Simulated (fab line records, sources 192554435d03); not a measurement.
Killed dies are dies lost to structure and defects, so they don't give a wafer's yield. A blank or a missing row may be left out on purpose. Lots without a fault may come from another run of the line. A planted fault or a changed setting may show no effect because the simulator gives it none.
fab line records | flow n5_finfet
record lots=24 wafers=72 last_day=18
route steps=1938 shown BEOL_M9@1455 BEOL_M10@1505 BEOL_M11@1552
lots that met no fault: from a run of the same line without faults
start_h: hours from the record's first day to the start of the lot's first wafer shown | wait_h: hours since the lot's step before | " the same as in the row above | L1.1+2: a row that stands for several wafers | - no value, or no start given | * or withheld: withheld | < > ~ a bound
route shown NAME@n: a module of which the file shows steps, and the number in the route of the first | usual: mean/standard deviation of fault-free wafers | same: alike in all rows | chamber/n: place in a boat | sites: the reading at each site | _std_site: their standard deviation | _edge_site: outer sites' mean less inner sites' | radius_mm: how far each site lies from the wafer's centre | mask NAME#n: copy n | behind: the tool/chamber that last shaped the wafer | hold: why the lot was held/for how many hours/how that ended | device: the transistor (n, p or np) that didn't switch | end of line: the same wafers' tests at the end of the route | a step without rows: its recipe alone | killed: dies lost to structure and defects at the first sort, not the wafer's yield | map: a wafer's dies, x killed, . not, _ none there
set.NAME: the setting as run; set.NAME@STEP: as run at that earlier step | model.NAME: the simulator's own value behind a step, which no gauge read
steps of the route over a sample of lots; a table a step, a row a wafer
services: from which hour (start_h, from the record's first day; less than 0 if before it) a tool's chamber was out of use, for how many hours, and why
## steps
# step N5_BEOL_M9_CURE_72
# recipe temp_c=370 time_s=120 ambient=DMADMS/He material=SiCOH_lowk
# usual lamp_power_pct=52.31/0.054 wafer_temp_C_max=371.7/0.67
# columns lot.wafer tool chamber start_h wait_h lamp_power_pct wafer_temp_C_max
L074.3 uv_cure-01 1 221.89 0.1 52.25 371.9
L074.4 " 1 " " 52.30 371.7
L074.6 " 1 " " 52.26 371.4
L076.1 uv_cure-03 2 232.57 0.0 52.31 372.2
L076.4 " 2 " " 52.36 371.7
L076.6 " 2 " " 52.23 371.9
L075.1 uv_cure-02 0 232.70 0.0 52.27 372.3
L075.3 " 0 " " 52.29 373.5
L075.5 " 0 " " 52.36 373.0
L077.3 uv_cure-01 1 253.84 0.1 52.34 371.1
L077.4 " 1 " " 52.36 371.9
L077.6 " 1 " " 52.40 371.2
L079.1 uv_cure-02 1 259.70 0.0 52.32 371.9
L079.4 " 1 " " 52.38 371.8
L079.6 " 1 " " 52.27 371.7
L078.2 uv_cure-03 2 259.79 0.1 52.23 371.7
L078.3 " 2 " " 52.42 371.6
L078.6 " 2 " " 52.24 371.0
L080.4 uv_cure-02 1 262.53 0.2 52.27 372.0
L080.5 " 1 " " 52.20 372.0
L080.6 " 1 " " 52.25 371.3
L082.2 uv_cure-02 1 271.92 0.1 52.21 371.5
L082.4 " 1 " " 52.25 371.2
L082.5 " 1 " " 52.28 371.9
L081.3 uv_cure-03 0 272.28 0.2 52.23 371.0
L081.5 " 0 " " 52.29 370.8
L081.6 " 0 " " 52.36 371.3
L083.1 uv_cure-02 0 275.70 0.0 52.39 372.3
L083.4 " 0 " " 52.32 371.7
L083.6 " 0 " " 52.26 372.4
L084.1 uv_cure-03 0 281.83 0.0 52.27 371.3
L084.4 " 0 " " 52.33 370.9
L084.6 " 0 " " 52.28 371.6
L085.1 uv_cure-03 2 292.72 0.0 52.35 372.3
L085.2 " 2 " " 52.29 372.1
L085.3 " 2 " " 52.27 372.0
L087.1 uv_cure-02 2 299.05 0.0 52.33 370.8
L087.3 " 2 " " 52.27 370.8
L087.5 " 2 " " 52.38 370.7
L086.2 uv_cure-02 1 300.22 0.1 52.35 372.7
L086.3 " 1 " " 52.29 371.2
L086.4 " 1 " " 52.28 372.4
L090.1 uv_cure-03 0 310.89 0.0 52.39 371.4
L090.3 " 0 " " 52.37 371.5
L090.6 " 0 " " 52.24 371.1
L089.1 uv_cure-03 0 313.61 0.0 52.32 371.1
L089.5 " 0 " " 52.25 371.5
L089.6 " 0 " " 52.29 371.2
L088.1 uv_cure-02 2 319.27 0.0 52.34 371.4
L088.4 " 2 " " 52.38 370.8
L088.5 " 2 " " 52.34 371.6
L093.1 uv_cure-02 2 330.85 0.0 52.25 371.0
L093.3 " 2 " " 52.24 371.1
L093.4 " 2 " " 52.27 371.1
L092.1 uv_cure-02 0 331.27 0.0 52.24 374.2
L092.2 " 0 " " 52.24 372.2
L092.3 " 0 " " 52.32 372.0
L091.1 uv_cure-01 2 349.71 0.0 52.30 372.1
L091.2 " 2 " " 52.27 373.0
L091.4 " 2 " " 52.27 371.5
L094.3 uv_cure-02 2 351.84 0.1 52.29 370.9
L094.4 " 2 " " 52.37 371.5
L094.6 " 2 " " 52.28 371.1
L096.3 uv_cure-01 1 354.06 0.2 52.32 371.9
L096.5 " 1 " " 52.39 371.9
L096.6 " 1 " " 52.29 372.1
L095.2 uv_cure-01 0 357.81 0.1 52.27 371.1
L095.5 " 0 " " 52.40 371.4
L095.6 " 0 " " 52.23 370.9
L097.2 uv_cure-03 1 364.32 0.1 52.33 371.2
L097.3 " 1 " " 52.26 371.3
L097.5 " 1 " " 52.31 371.0
# step N5_BEOL_M9_SURFACE_TREAT_79
# recipe gas=Ar time_s=* ion_energy_ev=* ion_current_ma_cm2=0.5 pressure_mtorr=* ar_flow_sccm=30
# usual throttle_valve_pct=*
# columns lot.wafer tool chamber start_h wait_h throttle_valve_pct
L074.3 pvd_sputter-03 - 222.69 0.2 *
L074.4 " - " " *
L074.6 " - " " *
L076.1 pvd_sputter-03 - 234.61 0.8 *
L076.4 " - " " *
L076.6 " - " " *
L075.1 pvd_sputter-03 - 234.65 0.7 *
L075.3 " - " " *
L075.5 " - " " *
L077.3 pvd_sputter-01 - 256.49 0.2 *
L077.4 " - " " *
L077.6 " - " " *
L079.1 pvd_sputter-02 - 260.64 0.2 *
L079.4 " - " " *
L079.6 " - " " *
L078.2 pvd_sputter-02 - 260.68 0.2 *
L078.3 " - " " *
L078.6 " - " " *
L080.4 pvd_sputter-03 - 263.38 0.2 *
L080.5 " - " " *
L080.6 " - " " *
L082.2 pvd_sputter-02 - 273.10 0.2 *
L082.4 " - " " *
L082.5 " - " " *
L081.3 pvd_sputter-02 - 273.14 0.2 *
L081.5 " - " " *
L081.6 " - " " *
L083.1 pvd_sputter-03 - 276.61 0.2 *
L083.4 " - " " *
L083.6 " - " " *
L084.1 pvd_sputter-03 - 282.73 0.2 *
L084.4 " - " " *
L084.6 " - " " *
L085.1 pvd_sputter-02 - 293.55 0.2 *
L085.2 " - " " *
L085.3 " - " " *
L087.1 pvd_sputter-02 - 300.20 0.2 *
L087.3 " - " " *
L087.5 " - " " *
L086.2 pvd_sputter-02 - 301.56 0.5 *
L086.3 " - " " *
L086.4 " - " " *
L090.1 pvd_sputter-02 - 312.26 0.2 *
L090.3 " - " " *
L090.6 " - " " *
L089.1 pvd_sputter-02 - 314.84 0.2 *
L089.5 " - " " *
L089.6 " - " " *
L088.1 pvd_sputter-02 - 320.41 0.2 *
L088.4 " - " " *
L088.5 " - " " *
L093.1 pvd_sputter-01 - 331.66 0.2 *
L093.3 " - " " *
L093.4 " - " " *
L092.1 pvd_sputter-03 - 332.19 0.2 *
L092.2 " - " " *
L092.3 " - " " *
L091.1 pvd_sputter-01 - 350.97 0.2 *
L091.2 " - " " *
L091.4 " - " " *
L094.3 pvd_sputter-01 - 352.97 0.4 *
L094.4 " - " " *
L094.6 " - " " *
L096.3 pvd_sputter-02 - 354.94 0.2 *
L096.5 " - " " *
L096.6 " - " " *
L095.2 pvd_sputter-01 - 359.84 1.1 *
L095.5 " - " " *
L095.6 " - " " *
L097.2 pvd_sputter-01 - 366.26 0.7 *
L097.3 " - " " *
L097.5 " - " " *
# step N5_BEOL_M9_ANNEAL_51
# recipe temp_c=225 time_s=90 ambient=N2
# usual anneal_temp_c=225.01/0.16 wafer_temp_C_max=225.8/0.39
# columns lot.wafer tool chamber start_h wait_h anneal_temp_c wafer_temp_C_max
L074.3 rtp_anneal-02 0 223.39 0.2 224.99 225.7
L074.4 " 0 " " 224.88 225.9
L074.6 " 0 " " 225.04 225.7
L076.1 rtp_anneal-02 0 235.29 0.3 225.06 225.5
L076.4 " 0 " " 224.97 225.6
L076.6 " 0 " " 224.87 225.3
L075.1 rtp_anneal-02 0 235.56 0.5 225.00 225.7
L075.3 " 0 " " 225.20 225.6
L075.5 " 0 " " 225.27 225.6
L077.3 rtp_anneal-01 0 257.05 0.1 225.21 226.3
L077.4 " 0 " " 225.30 226.5
L077.6 " 0 " " 225.30 226.2
L079.1 rtp_anneal-02 0 261.41 0.1 224.95 225.4
L079.4 " 0 " " 225.30 225.4
L079.6 " 0 " " 225.29 225.5
L078.2 rtp_anneal-01 0 261.72 0.3 224.87 226.4
L078.3 " 0 " " 224.95 226.4
L078.6 " 0 " " 225.05 226.2
L080.4 rtp_anneal-02 0 264.06 0.2 225.03 225.8
L080.5 " 0 " " 224.91 225.9
L080.6 " 0 " " 225.04 226.0
L082.2 rtp_anneal-01 0 273.60 0.1 224.81 226.6
L082.4 " 0 " " 224.73 226.1
L082.5 " 0 " " 224.99 226.5
L081.3 rtp_anneal-01 0 273.91 0.3 225.04 226.0
L081.5 " 0 " " 224.97 226.0
L081.6 " 0 " " 224.96 225.9
L083.1 rtp_anneal-02 0 277.32 0.2 224.85 225.7
L083.4 " 0 " " 225.08 225.3
L083.6 " 0 " " 224.92 225.5
L084.1 rtp_anneal-02 0 285.29 0.4 224.88 225.7
L084.4 " 0 " " 224.91 225.5
L084.6 " 0 " " 225.10 225.7
L085.1 rtp_anneal-02 0 294.08 0.1 224.93 225.3
L085.2 " 0 " " 225.03 225.6
L085.3 " 0 " " 224.93 225.3
L087.1 rtp_anneal-02 0 301.12 0.6 224.98 225.5
L087.3 " 0 " " 225.03 225.2
L087.5 " 0 " " 224.94 225.4
L086.2 rtp_anneal-01 0 302.19 0.1 225.15 226.1
L086.3 " 0 " " 225.06 225.9
L086.4 " 0 " " 225.21 226.3
L090.1 rtp_anneal-01 0 313.15 0.3 225.08 225.8
L090.3 " 0 " " 225.12 226.0
L090.6 " 0 " " 225.20 226.2
L089.1 rtp_anneal-02 0 315.38 0.2 224.97 225.5
L089.5 " 0 " " 224.95 225.4
L089.6 " 0 " " 224.87 225.6
L088.1 rtp_anneal-01 0 320.96 0.1 224.99 225.8
L088.4 " 0 " " 225.31 226.3
L088.5 " 0 " " 225.23 225.8
L093.1 rtp_anneal-02 0 332.11 0.1 224.99 225.3
L093.3 " 0 " " 225.01 225.4
L093.4 " 0 " " 224.97 225.6
L092.1 rtp_anneal-01 0 332.95 0.4 224.87 226.4
L092.2 " 0 " " 225.27 226.4
L092.3 " 0 " " 225.15 226.5
L091.1 rtp_anneal-02 0 352.26 0.7 224.88 225.5
L091.2 " 0 " " 224.77 225.7
L091.4 " 0 " " 225.02 225.5
L094.3 rtp_anneal-02 0 353.91 0.1 225.02 225.6
L094.4 " 0 " " 225.09 225.4
L094.6 " 0 " " 225.26 225.3
L096.3 rtp_anneal-02 0 355.44 0.1 225.08 225.6
L096.5 " 0 " " 225.04 225.5
L096.6 " 0 " " 224.85 225.1
L095.2 rtp_anneal-01 0 360.64 0.2 224.74 226.5
L095.5 " 0 " " 224.79 226.2
L095.6 " 0 " " 224.80 226.7
L097.2 rtp_anneal-01 0 367.57 0.9 224.62 226.3
L097.3 " 0 " " 224.98 226.2
L097.5 " 0 " " 224.77 226.6
# step N5_BEOL_M10_DESCUM_33
# recipe chemistry=O2 time_s=7.9 source_power_w=50 bias_power_w=20 pressure_mtorr=20 rf_frequency_hz=2.712e+07 temp_c=40 resist=CAR-ArF o2_flow_sccm=225
# usual drypump_motor_current_A=5.8/0.41 oes_product_au=0.77/0.092 rf_vpp_V=243.2/1.3 showerhead_plenum_p_Torr=2.10/0.073 throttle_valve_pct=20.5/0.32
# columns lot.wafer tool chamber start_h wait_h drypump_motor_current_A oes_product_au rf_hours_counter_h rf_vpp_V showerhead_plenum_p_Torr throttle_valve_pct
L074.3 rie_diel-01 1 228.13 0.0 6.6 0.92 15 243.8 2.16 20.0
L074.4 " 2 " " 5.7 0.74 198 243.6 2.19 21.1
L074.6 " 1 " " 6.5 0.90 - 244.4 2.16 20.0
L076.1 rie_diel-05 3 242.93 0.0 5.6 0.68 250 243.1 2.14 20.4
L076.4 " 0 " " 6.3 0.74 182 240.6 2.01 20.5
L076.6 " 1 " " 4.7 0.68 - 244.2 2.16 21.0
L075.1 rie_diel-05 2 243.84 0.8 5.9 0.69 224 242.0 2.07 20.4
L075.3 " 0 " " 6.4 0.74 183 241.2 2.01 20.5
L075.5 " 1 " " 4.8 0.67 - 245.2 2.16 21.0
L077.3 rie_diel-02 1 262.73 0.0 5.9 0.72 175 241.3 1.99 20.4
L077.4 " 2 " " 5.7 0.79 - 244.2 2.11 20.5
L077.6 " 1 " " 5.9 0.72 - 242.3 1.99 20.4
L079.1 rie_diel-01 1 265.17 0.0 6.6 0.87 28 243.3 2.16 20.0
L079.4 " 3 " " 5.7 0.73 203 243.4 2.06 20.5
L079.6 " 1 " " 6.6 0.88 - 243.5 2.16 20.0
L078.2 rie_diel-05 2 265.32 0.0 5.9 0.67 234 242.4 2.06 20.5
L078.3 " 1 " " 4.8 0.66 239 245.0 2.16 21.0
L078.6 " 2 " " 5.9 0.67 - 243.8 2.06 20.5
L080.4 rie_diel-02 1 269.35 0.0 5.9 0.71 - 242.7 1.99 20.4
L080.5 " 2 " " 5.7 0.79 - 243.2 2.11 20.5
L080.6 " 0 " " 5.3 0.71 - 244.3 2.07 20.9
L081.3 rie_diel-01 3 280.53 0.0 5.8 0.72 210 242.8 2.06 20.5
L081.5 " 2 " " 5.7 0.72 - 244.6 2.19 21.2
L081.6 " 1 " " 6.5 0.86 - 244.2 2.16 20.0
L082.2 rie_diel-02 1 280.70 0.0 5.9 0.71 185 242.0 1.99 20.4
L082.4 " 2 " " 5.7 0.77 - 242.8 2.11 20.5
L082.5 " 1 " " 5.9 0.71 - 240.5 1.98 20.4
L083.1 rie_diel-01 1 283.00 0.0 6.5 0.86 31 243.5 2.16 20.0
L083.4 " 0 " " 6.3 0.92 26 246.2 2.23 20.6
L083.6 " 0 " " 6.3 0.92 - 246.1 2.23 20.6
L084.1 rie_diel-05 0 289.06 0.0 6.4 0.72 201 241.2 2.00 20.5
L084.4 " 2 " " 5.9 0.69 241 243.1 2.06 20.5
L084.6 " 2 " " 5.9 0.68 - 240.5 2.06 20.5
L085.1 rie_diel-02 1 298.30 0.2 5.8 0.71 192 241.9 1.98 20.4
L085.2 " 2 " " 5.7 0.76 137 243.3 2.10 20.5
L085.3 " 0 " " 5.3 0.71 240 242.3 2.07 20.9
L087.1 rie_diel-02 0 305.50 0.0 5.3 0.71 242 242.7 2.07 20.9
L087.3 " 3 " " 5.9 0.85 61 241.4 2.05 20.5
L087.5 " 0 " " 5.3 0.70 - 242.7 2.07 20.9
L086.2 rie_diel-01 2 306.84 0.0 5.7 0.71 229 243.9 2.18 21.1
L086.3 " 1 " " 6.5 0.85 41 244.8 2.15 20.0
L086.4 " 0 " " 6.3 0.89 36 245.4 2.23 20.6
L090.1 rie_diel-01 0 321.08 0.0 6.2 0.89 40 244.5 2.23 20.6
L090.3 " 1 " " 6.5 0.84 45 243.3 2.15 20.0
L090.6 " 0 " " 6.2 0.87 - 245.7 2.23 20.7
L089.1 rie_diel-05 2 322.11 0.3 5.9 0.68 257 243.3 2.06 20.5
L089.5 " 2 " " 5.9 0.68 - 242.0 2.06 20.5
L089.6 " 3 " " 5.6 0.91 - 243.5 2.13 20.0
L088.1 rie_diel-02 2 326.08 0.0 5.8 0.76 147 244.7 2.10 20.5
L088.4 " 1 " " 5.9 0.70 202 241.8 1.98 20.5
L088.5 " 0 " " 5.3 0.69 - 244.1 2.06 20.9
L092.1 rie_diel-02 3 340.56 0.3 5.9 0.84 75 242.3 2.05 20.6
L092.2 " 2 " " 5.8 0.76 154 242.8 2.10 20.6
L092.3 " 1 " " 5.9 0.70 209 241.7 1.98 20.4
L093.1 rie_diel-01 3 341.13 0.7 5.7 0.71 234 243.5 2.05 20.5
L093.3 " 0 " " 6.3 0.87 48 243.7 2.22 20.7
L093.4 " 2 " " 5.7 0.71 243 244.1 2.18 21.2
L091.1 rie_diel-01 3 355.89 0.0 5.7 0.70 240 242.1 2.05 20.5
L091.2 " 1 " " 6.6 0.82 60 244.9 2.15 20.0
L091.4 " 1 " " 6.5 0.81 - 243.5 2.15 20.0
L094.3 rie_diel-02 2 357.34 0.0 5.7 0.75 161 243.3 2.10 20.6
L094.4 " 2 " " 5.7 0.74 - 242.3 2.10 20.6
L094.6 " 3 " " 5.9 0.83 - 243.0 2.04 20.6
L096.3 rie_diel-05 3 359.62 0.0 5.6 0.87 42 243.2 2.13 20.0
L096.5 " 3 " " 5.6 0.87 - 244.1 2.13 20.0
L096.6 " 2 " " 5.9 0.98 - 243.5 2.05 20.2
L095.2 rie_diel-01 0 366.34 0.1 6.3 0.87 58 244.8 2.22 20.7
L095.5 " 3 " " 5.8 0.71 - 242.7 2.05 20.6
L095.6 " 2 " " 5.7 0.71 - 243.3 2.17 21.2
L097.2 rie_diel-02 1 373.49 0.0 5.9 0.69 220 240.9 1.97 20.5
L097.3 " 0 " " 5.3 1.00 4 242.4 2.06 20.4
L097.5 " 1 " " 5.9 0.69 - 241.5 1.97 20.5
# step N5_BEOL_M10_VIA_ETCH_34
# recipe chemistry=C4F6/O2 target=SiCOH_lowk target_depth_a=1845 mask_material=SOC taper_deg=4 time_s=69.2 ion_energy_ev=250 pressure_mtorr=30 source_w=345 bias_w=185 Ar_flow_sccm=300 C4F6_flow_sccm=10 O2_flow_sccm=10
# usual drypump_motor_current_A=5.8/0.41 oes_product_au=0.77/0.096 rf_vpp_V=666/20 showerhead_plenum_p_Torr=2.85/0.095 throttle_valve_pct=20.98/0.29
# columns lot.wafer tool chamber start_h wait_h drypump_motor_current_A oes_product_au rf_hours_counter_h rf_vpp_V showerhead_plenum_p_Torr throttle_valve_pct
L074.3 rie_diel-01 1 228.34 0.0 6.5 0.91 15 666 2.91 20.35
L074.4 " 2 " " 5.7 0.73 198 686 2.92 21.25
L074.6 " 1 " " 6.5 0.91 - 666 2.91 20.35
L076.1 rie_diel-05 3 243.14 0.0 5.6 0.67 250 678 2.92 20.90
L076.4 " 0 " " 6.4 0.72 182 645 2.75 21.07
L076.6 " 1 " " 4.8 0.67 - 678 2.94 21.46
L075.1 rie_diel-05 2 244.05 0.0 5.9 0.70 225 677 2.81 20.92
L075.3 " 0 " " 6.4 0.72 183 646 2.75 21.09
L075.5 " 1 " " 4.8 0.66 - 678 2.94 21.46
L077.3 rie_diel-02 1 262.94 0.0 5.9 0.71 175 686 2.70 20.81
L077.4 " 2 " " 5.8 0.77 - 689 2.88 21.07
L077.6 " 1 " " 5.8 0.71 - 685 2.70 20.83
L079.1 rie_diel-01 1 265.38 0.0 6.6 0.89 28 665 2.91 20.40
L079.4 " 3 " " 5.8 0.73 203 661 2.81 20.92
L079.6 " 1 " " 6.5 0.88 - 666 2.91 20.38
L078.2 rie_diel-05 2 265.53 0.0 5.8 0.70 234 677 2.80 20.96
L078.3 " 1 " " 4.8 0.67 239 678 2.94 21.46
L078.6 " 2 " " 5.8 0.69 - 678 2.80 20.92
L080.4 rie_diel-02 1 269.56 0.0 5.9 0.70 - 685 2.70 20.81
L080.5 " 2 " " 5.8 0.77 - 690 2.88 21.08
L080.6 " 0 " " 5.3 0.69 - 629 2.81 21.29
L081.3 rie_diel-01 3 280.74 0.0 5.7 0.73 211 662 2.81 20.93
L081.5 " 2 " " 5.7 0.73 - 685 2.91 21.28
L081.6 " 1 " " 6.5 0.89 - 665 2.90 20.38
L082.2 rie_diel-02 1 280.91 0.0 5.9 0.70 185 685 2.70 20.84
L082.4 " 2 " " 5.7 0.75 - 689 2.88 21.10
L082.5 " 1 " " 5.9 0.71 - 685 2.70 20.84
L083.1 rie_diel-01 1 283.21 0.0 6.6 0.87 31 666 2.90 20.36
L083.4 " 0 " " 6.3 0.93 26 633 3.05 21.18
L083.6 " 0 " " 6.3 0.93 - 632 3.05 21.20
L084.1 rie_diel-05 0 289.27 0.0 6.4 0.71 201 644 2.74 21.11
L084.4 " 2 " " 5.8 0.69 241 679 2.80 20.95
L084.6 " 2 " " 5.9 0.69 - 677 2.80 20.95
L085.1 rie_diel-02 1 298.51 0.0 5.8 0.70 192 685 2.70 20.84
L085.2 " 2 " " 5.7 0.75 137 689 2.87 21.11
L085.3 " 0 " " 5.3 0.70 240 629 2.80 21.30
L087.1 rie_diel-02 0 305.71 0.0 5.3 0.68 242 629 2.80 21.32
L087.3 " 3 " " 5.9 0.85 61 655 2.77 20.92
L087.5 " 0 " " 5.3 0.69 - 630 2.80 21.30
L086.2 rie_diel-01 2 307.04 0.0 5.7 0.73 229 686 2.91 21.27
L086.3 " 1 " " 6.5 0.86 41 664 2.90 20.38
L086.4 " 0 " " 6.3 0.92 36 632 3.04 21.19
L090.1 rie_diel-01 0 321.29 0.0 6.2 0.91 40 632 3.04 21.22
L090.3 " 1 " " 6.5 0.86 45 665 2.90 20.43
L090.6 " 0 " " 6.3 0.91 - 635 3.04 21.21
L089.1 rie_diel-05 2 322.42 0.0 5.9 0.68 257 678 2.79 20.97
L089.5 " 2 " " 5.9 0.69 - 676 2.79 20.97
L089.6 " 3 " " 5.6 0.87 - 678 2.91 20.56
L088.1 rie_diel-02 2 326.28 0.0 5.8 0.75 147 689 2.87 21.12
L088.4 " 1 " " 5.8 0.69 202 684 2.69 20.86
L088.5 " 0 " " 5.3 0.68 - 631 2.80 21.32
L092.1 rie_diel-02 3 340.77 0.0 5.9 0.84 75 654 2.76 20.94
L092.2 " 2 " " 5.8 0.74 154 689 2.87 21.13
L092.3 " 1 " " 5.8 0.67 209 685 2.69 20.86
L093.1 rie_diel-01 3 341.34 0.0 5.8 0.71 234 659 2.80 20.98
L093.3 " 0 " " 6.3 0.90 48 631 3.04 21.22
L093.4 " 2 " " 5.7 0.71 243 684 2.90 21.32
L091.1 rie_diel-01 3 356.10 0.0 5.7 0.71 240 660 2.79 20.97
L091.2 " 1 " " 6.5 0.83 60 665 2.89 20.44
L091.4 " 1 " " 6.5 0.82 - 665 2.89 20.41
L094.3 rie_diel-02 2 357.55 0.0 5.8 0.74 162 688 2.86 21.16
L094.4 " 2 " " 5.8 0.73 - 688 2.86 21.16
L094.6 " 3 " " 5.9 0.83 - 654 2.76 20.95
L096.3 rie_diel-05 3 359.83 0.0 5.7 0.86 42 678 2.90 20.58
L096.5 " 3 " " 5.6 0.86 - 678 2.90 20.58
L096.6 " 2 " " 5.9 0.99 - 679 2.79 20.62
L095.2 rie_diel-01 0 366.55 0.0 6.3 0.88 58 633 3.03 21.23
L095.5 " 3 " " 5.7 0.70 - 660 2.79 20.99
L095.6 " 2 " " 5.7 0.70 - 684 2.90 21.33
L097.2 rie_diel-02 1 373.70 0.0 5.8 0.68 220 684 2.68 20.89
L097.3 " 0 " " 5.3 0.98 4 632 2.80 20.88
L097.5 " 1 " " 5.8 0.68 - 687 2.68 20.89
# step N5_BEOL_M11_DESCUM_16
# recipe chemistry=O2 time_s=7.9 source_power_w=50 bias_power_w=20 pressure_mtorr=20 rf_frequency_hz=2.712e+07 temp_c=40 resist=CAR-ArF o2_flow_sccm=225
# usual drypump_motor_current_A=5.6/0.44 oes_product_au=0.79/0.081 rf_vpp_V=243.2/1.3 showerhead_plenum_p_Torr=2.09/0.069 throttle_valve_pct=20.53/0.2
# columns lot.wafer tool chamber start_h wait_h drypump_motor_current_A oes_product_au rf_hours_counter_h rf_vpp_V showerhead_plenum_p_Torr throttle_valve_pct
L074.3 rie_diel-06 1 233.57 0.0 5.7 0.74 190 243.0 2.07 20.63
L074.4 " 0 " " 5.2 0.81 88 241.2 2.01 20.20
L074.6 " 2 " " 6.0 0.67 - 241.7 2.05 20.49
L076.1 rie_diel-04 0 248.54 1.1 5.9 0.71 204 241.0 2.09 20.79
L076.4 " 1 " " 5.2 0.70 222 243.0 2.06 20.40
L076.6 " 3 " " 5.2 0.83 - 241.1 2.06 20.57
L075.1 rie_diel-04 0 251.39 1.4 5.9 0.71 205 243.9 2.09 20.80
L075.3 " 1 " " 5.3 0.70 224 242.2 2.06 20.40
L075.5 " 3 " " 5.2 0.83 - 241.9 2.06 20.55
L077.3 rie_diel-06 3 269.64 0.0 6.2 0.84 65 242.3 2.11 20.29
L077.4 " 2 " " 6.0 0.67 - 242.7 2.05 20.51
L077.6 " 1 " " 5.7 0.73 - 243.4 2.07 20.64
L079.1 rie_diel-04 2 270.50 0.0 5.7 1.00 1 244.5 2.25 20.69
L079.4 " 3 " " 5.2 0.83 70 242.4 2.05 20.58
L079.6 " 3 " " 5.1 0.82 - 242.2 2.05 20.58
L078.2 rie_diel-06 2 270.78 0.2 6.0 0.67 249 243.5 2.05 20.53
L078.3 " 3 " " 6.2 0.85 66 242.1 2.11 20.29
L078.6 " 3 " " 6.2 0.84 - 242.6 2.11 20.30
L080.4 rie_diel-06 3 276.37 0.1 6.2 0.85 - 242.6 2.11 20.30
L080.5 " 0 " " 5.2 0.79 - 243.0 2.01 20.21
L080.6 " 1 " " 5.7 0.73 - 243.8 2.07 20.64
L081.3 rie_diel-03 2 285.94 0.0 5.3 0.87 29 242.3 2.05 20.09
L081.5 " 3 " " 6.5 0.85 - 244.1 2.13 20.68
L081.6 " 0 " " 5.1 0.70 - 241.9 2.06 20.48
L082.2 rie_diel-06 3 286.14 0.1 6.2 0.84 72 244.1 2.11 20.30
L082.4 " 3 " " 6.2 0.84 - 245.0 2.11 20.32
L082.5 " 1 " " 5.7 0.73 - 241.9 2.07 20.65
L083.1 rie_diel-06 1 289.95 0.0 5.7 0.73 211 243.3 2.07 20.65
L083.4 " 3 " " 6.2 0.84 - 244.5 2.11 20.30
L083.6 " 0 " " 5.2 0.79 - 241.0 2.01 20.22
L084.1 rie_diel-03 2 293.59 0.0 5.3 0.87 32 242.4 2.05 20.07
L084.4 " 3 " " 6.3 0.84 78 244.0 2.13 20.69
L084.6 " 1 " " 5.4 0.84 - 245.1 2.23 20.54
L085.1 rie_diel-03 3 304.09 0.1 6.4 0.85 82 243.0 2.13 20.71
L085.2 " 1 " " 5.4 0.85 54 242.7 2.23 20.56
L085.3 " 0 " " 5.1 0.70 231 243.6 2.06 20.48
L087.1 rie_diel-04 1 312.33 0.0 5.3 0.68 247 241.9 2.05 20.44
L087.3 " 2 " " 5.7 0.94 16 245.2 2.25 20.73
L087.5 " 3 " " 5.2 0.81 - 241.9 2.05 20.60
L086.2 rie_diel-04 0 314.45 0.0 5.9 0.69 230 242.7 2.08 20.82
L086.3 " 3 " " 5.2 0.82 83 242.9 2.05 20.60
L086.4 " 2 " " 5.7 0.94 17 245.4 2.25 20.72
L090.1 rie_diel-06 1 326.53 0.0 5.7 0.71 224 243.6 2.06 20.68
L090.3 " 2 " " 6.0 0.92 11 244.0 2.05 20.32
L090.6 " 1 " " 5.7 0.72 - 244.7 2.06 20.67
L089.1 rie_diel-03 1 328.12 0.0 5.4 0.82 65 246.0 2.22 20.58
L089.5 " 1 " " 5.4 0.81 - 245.3 2.22 20.57
L089.6 " 3 " " 6.4 0.83 - 244.4 2.12 20.72
L088.1 rie_diel-06 2 332.00 0.3 6.0 0.92 13 242.4 2.04 20.31
L088.4 " 3 " " 6.2 0.81 88 244.0 2.10 20.32
L088.5 " 3 " " 6.2 0.81 - 243.5 2.10 20.33
L092.1 rie_diel-04 2 347.08 0.7 5.7 0.91 30 244.7 2.24 20.75
L092.2 " 3 " " 5.2 0.79 96 241.8 2.04 20.62
L092.3 " 0 " " 5.9 0.68 243 241.8 2.07 20.85
L093.1 rie_diel-03 0 347.60 1.0 5.1 0.69 248 242.8 2.05 20.52
L093.3 " 3 " " 6.4 0.82 102 243.9 2.12 20.73
L093.4 " 1 " " 5.4 0.82 - 245.4 2.22 20.59
L091.1 rie_diel-06 0 361.14 0.1 5.2 0.75 128 244.2 2.00 20.24
L091.2 " 1 " " 5.7 0.71 230 241.0 2.06 20.68
L091.4 " 2 " " 6.0 0.91 17 242.5 2.04 20.32
L094.3 rie_diel-03 3 365.18 0.0 6.4 0.81 111 243.9 2.12 20.75
L094.4 " 3 " " 6.4 0.81 - 243.4 2.12 20.76
L094.6 " 0 " " 5.1 0.69 - 242.9 2.05 20.53
L096.3 rie_diel-06 0 365.48 0.0 5.2 0.77 129 242.2 2.00 20.25
L096.5 " 0 " " 5.2 0.78 - 242.0 2.00 20.25
L096.6 " 1 " " 5.7 0.71 - 243.3 2.06 20.69
L095.2 rie_diel-03 0 374.59 0.1 5.1 0.69 261 242.7 2.04 20.53
L095.5 " 3 " " 6.4 0.81 - 243.8 2.12 20.74
L095.6 " 1 " " 5.4 0.80 - 245.6 2.21 20.61
L097.2 rie_diel-04 3 378.38 0.0 5.1 0.78 110 240.6 2.04 20.65
L097.3 " 2 " " 5.7 0.88 44 245.7 2.24 20.76
L097.5 " 1 " " 5.2 0.97 - 242.0 2.05 20.09
## services
# columns tool chamber start_h hours kind
rie_diel-01 0 199.26 - clean
rie_diel-01 0 199.26 - consumable_replace:focus_ring
rie_diel-01 0 199.26 - consumable_replace:showerhead
rie_diel-05 0 203.48 8.1 repair
rie_diel-02 2 205.00 27.5 repair
uv_cure-02 - 211.97 7.6 repair
rie_diel-02 0 226.35 10.5 repair
uv_cure-01 - 235.86 1.0 pm
uv_cure-03 - 236.04 1.0 pm
rie_diel-03 - 239.00 15.6 pm
rie_diel-02 3 241.86 46.0 repair
rie_diel-05 - 266.00 4.0 pm
rie_diel-06 0 267.66 4.5 repair
uv_cure-01 - 271.91 2.1 pm
rie_diel-04 3 278.44 4.5 repair
rie_diel-03 2 296.51 115.9 repair
rie_diel-04 3 296.85 3.5 repair
rie_diel-05 0 319.99 7.4 repair
rie_diel-04 1 334.75 7.2 repair
uv_cure-02 - 340.00 7.5 pm
rie_diel-06 - 340.42 15.6 pm
rie_diel-01 2 350.29 6.7 repair
rie_diel-02 1 363.22 4.6 repair
pvd_sputter-01 - 363.48 2.4 repair
## key
fault none
